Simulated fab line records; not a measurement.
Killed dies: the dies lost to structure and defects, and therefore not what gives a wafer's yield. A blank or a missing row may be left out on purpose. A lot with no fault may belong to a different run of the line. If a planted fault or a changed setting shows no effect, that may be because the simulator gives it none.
Matching of chambers / flow nand_harc / rie_diel-01 running NHARC_A_STAIRCASE_TRIM_187: 4 sister chambers
The step chemistry O2, time 211.2 s. 20 wafers are shown with their chamber, then 10 later ones without.

## WAFERS, EACH WITH ITS CHAMBER
wafer=L076.2; chamber=2; showerhead_plenum_p_Torr (Torr)=3.72; drypump_motor_current_A (A)=5.8; rf_vpp_V (V)=58.5
wafer=L076.3; chamber=0; showerhead_plenum_p_Torr (Torr)=3.78; drypump_motor_current_A (A)=5.3; rf_vpp_V (V)=58.5
wafer=L076.4; chamber=3; showerhead_plenum_p_Torr (Torr)=3.40; drypump_motor_current_A (A)=6.6; rf_vpp_V (V)=58.6
wafer=L080.2; chamber=3; showerhead_plenum_p_Torr (Torr)=3.40; drypump_motor_current_A (A)=6.5; rf_vpp_V (V)=59.3
wafer=L080.4; chamber=0; showerhead_plenum_p_Torr (Torr)=3.77; drypump_motor_current_A (A)=5.4; rf_vpp_V (V)=57.6
wafer=L080.6; chamber=2; showerhead_plenum_p_Torr (Torr)=3.71; drypump_motor_current_A (A)=5.8; rf_vpp_V (V)=59.5
wafer=L083.2; chamber=1; showerhead_plenum_p_Torr (Torr)=3.30; drypump_motor_current_A (A)=5.6; rf_vpp_V (V)=57.0
wafer=L083.4; chamber=2; showerhead_plenum_p_Torr (Torr)=3.71; drypump_motor_current_A (A)=5.8; rf_vpp_V (V)=58.1
wafer=L083.5; chamber=2; showerhead_plenum_p_Torr (Torr)=3.71; drypump_motor_current_A (A)=5.8; rf_vpp_V (V)=58.0
wafer=L088.3; chamber=0; showerhead_plenum_p_Torr (Torr)=3.76; drypump_motor_current_A (A)=5.4; rf_vpp_V (V)=58.3
wafer=L088.4; chamber=2; showerhead_plenum_p_Torr (Torr)=3.70; drypump_motor_current_A (A)=5.8; rf_vpp_V (V)=58.2
wafer=L088.6; chamber=0; showerhead_plenum_p_Torr (Torr)=3.76; drypump_motor_current_A (A)=5.3; rf_vpp_V (V)=58.4
wafer=L090.2; chamber=0; showerhead_plenum_p_Torr (Torr)=3.76; drypump_motor_current_A (A)=5.4; rf_vpp_V (V)=57.3
wafer=L090.3; chamber=1; showerhead_plenum_p_Torr (Torr)=3.29; drypump_motor_current_A (A)=5.6; rf_vpp_V (V)=57.0
wafer=L090.5; chamber=2; showerhead_plenum_p_Torr (Torr)=3.70; drypump_motor_current_A (A)=5.8; rf_vpp_V (V)=57.3
wafer=L091.3; chamber=3; showerhead_plenum_p_Torr (Torr)=3.38; drypump_motor_current_A (A)=6.6; rf_vpp_V (V)=57.1
wafer=L091.4; chamber=0; showerhead_plenum_p_Torr (Torr)=3.76; drypump_motor_current_A (A)=5.4; rf_vpp_V (V)=58.7
wafer=L091.6; chamber=2; showerhead_plenum_p_Torr (Torr)=3.70; drypump_motor_current_A (A)=5.8; rf_vpp_V (V)=58.1
wafer=L092.4; chamber=2; showerhead_plenum_p_Torr (Torr)=3.69; drypump_motor_current_A (A)=5.8; rf_vpp_V (V)=57.5
wafer=L092.5; chamber=1; showerhead_plenum_p_Torr (Torr)=3.28; drypump_motor_current_A (A)=5.6; rf_vpp_V (V)=56.4

SIGNATURES, as means of the wafers listed above
reading=showerhead_plenum_p_Torr; chamber 0=3.7650; chamber 1=3.2900; chamber 2=3.7050; chamber 3=3.3933; scatter within a chamber=0.00941
reading=drypump_motor_current_A; chamber 0=5.367; chamber 1=5.600; chamber 2=5.800; chamber 3=6.567; scatter within a chamber=0.0354
reading=rf_vpp_V; chamber 0=58.133; chamber 1=56.800; chamber 2=58.150; chamber 3=58.333; scatter within a chamber=0.681
Rule: a wafer's distance from a chamber is the root of the sum, over the readings, of the square of ((its reading less the chamber's mean) divided by the reading's scatter). If the next closest chamber is less than 2 further off than the closest, the wafer can't be placed; otherwise it belongs to the closest. The scatter is the square root of a quotient: the sum, over the shown wafers, of each reading's squared deviation from its chamber's mean, divided by wafers minus chambers.

## WAFERS WITHOUT THEIR CHAMBER
wafer=L092.6; showerhead_plenum_p_Torr (Torr)=3.69; drypump_motor_current_A (A)=5.8; rf_vpp_V (V)=59.0
wafer=L096.2; showerhead_plenum_p_Torr (Torr)=3.81; drypump_motor_current_A (A)=5.6; rf_vpp_V (V)=58.0
wafer=L096.3; showerhead_plenum_p_Torr (Torr)=3.74; drypump_motor_current_A (A)=5.4; rf_vpp_V (V)=58.1
wafer=L096.5; showerhead_plenum_p_Torr (Torr)=3.69; drypump_motor_current_A (A)=5.8; rf_vpp_V (V)=58.4
wafer=L095.2; showerhead_plenum_p_Torr (Torr)=3.37; drypump_motor_current_A (A)=6.6; rf_vpp_V (V)=58.1
wafer=L095.5; showerhead_plenum_p_Torr (Torr)=3.74; drypump_motor_current_A (A)=5.4; rf_vpp_V (V)=57.8
wafer=L095.6; showerhead_plenum_p_Torr (Torr)=3.37; drypump_motor_current_A (A)=6.6; rf_vpp_V (V)=58.2
wafer=L097.1; showerhead_plenum_p_Torr (Torr)=3.80; drypump_motor_current_A (A)=5.6; rf_vpp_V (V)=58.6
wafer=L097.2; showerhead_plenum_p_Torr (Torr)=3.69; drypump_motor_current_A (A)=5.7; rf_vpp_V (V)=57.3
wafer=L097.5; showerhead_plenum_p_Torr (Torr)=3.74; drypump_motor_current_A (A)=5.4; rf_vpp_V (V)=57.7

## WHICH CHAMBER EACH ONE RAN IN
wafer=L092.6; from the rows above=2; in truth=2
wafer=L096.2; from the rows above=0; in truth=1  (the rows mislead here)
wafer=L096.3; from the rows above=0; in truth=0
wafer=L096.5; from the rows above=2; in truth=2
wafer=L095.2; from the rows above=3; in truth=3
wafer=L095.5; from the rows above=0; in truth=0
wafer=L095.6; from the rows above=3; in truth=3
wafer=L097.1; from the rows above=0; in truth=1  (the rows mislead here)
wafer=L097.2; from the rows above=2; in truth=2
wafer=L097.5; from the rows above=0; in truth=0
Correctly placed: 8 of 10. From these rows, 0 cannot be placed. Number placed wrongly: 2.
